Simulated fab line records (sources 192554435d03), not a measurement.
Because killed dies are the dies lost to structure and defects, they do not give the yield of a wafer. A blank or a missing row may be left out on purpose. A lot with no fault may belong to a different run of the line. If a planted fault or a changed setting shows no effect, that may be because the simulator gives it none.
Chamber matching    flow n5_finfet    cmp-03 running N5_HKMG_FIN_CMP_23: 4 sister chambers
The step polishes, stops on SiNx, t overpolish 10 s, target thk 46.326 nm. 4 wafers are shown with their chamber, then 9 later ones without.

== WAFERS PAIRED WITH THEIR CHAMBERS ==
wafer   chamber  motor_current_A (A)
L087.5  1        11.5
L090.2  2        10.4
L090.3  0        12.2
L090.4  3        12.5

== WAFERS WHOSE CHAMBER IS MISSING ==
wafer   motor_current_A (A)
L091.3  11.7
L091.5  10.6
L091.6  11.4
L094.1  11.8
L094.5  11.1
L094.6  10.3
L095.2  12.2
L095.3  12.1
L095.5  11.9

== CHAMBER TAKEN BY EACH ==
wafer   from the rows above           in truth
L091.3  can't be placed: 1 or 0       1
L091.5  2                             2
L091.6  1                             1
L094.1  can't be placed: 1 or 0 or 3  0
L094.5  can't be placed: 1 or 2       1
L094.6  2                             2
L095.2  can't be placed: 0 or 3       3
L095.3  can't be placed: 0 or 3       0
L095.5  can't be placed: 0 or 1 or 3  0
Placed correctly: 3 of 9. Unplaceable from these rows: 6, with the true chamber sitting among the candidates in 6. 0 placed wrongly.
How it was worked out, from the rows above alone: a wafer's distance from a chamber is the root of the sum, over the readings, of the square of ((its reading less the chamber's mean) divided by the reading's scatter). If the next closest chamber is less than 2 further off than the closest, the wafer can't be placed; otherwise it belongs to the closest. For every chamber, the mean is computed from those of its wafers that are shown. The scatter: with one shown wafer a chamber, the root of the mean of the squares of how far each hidden wafer lies from its nearest shown one.
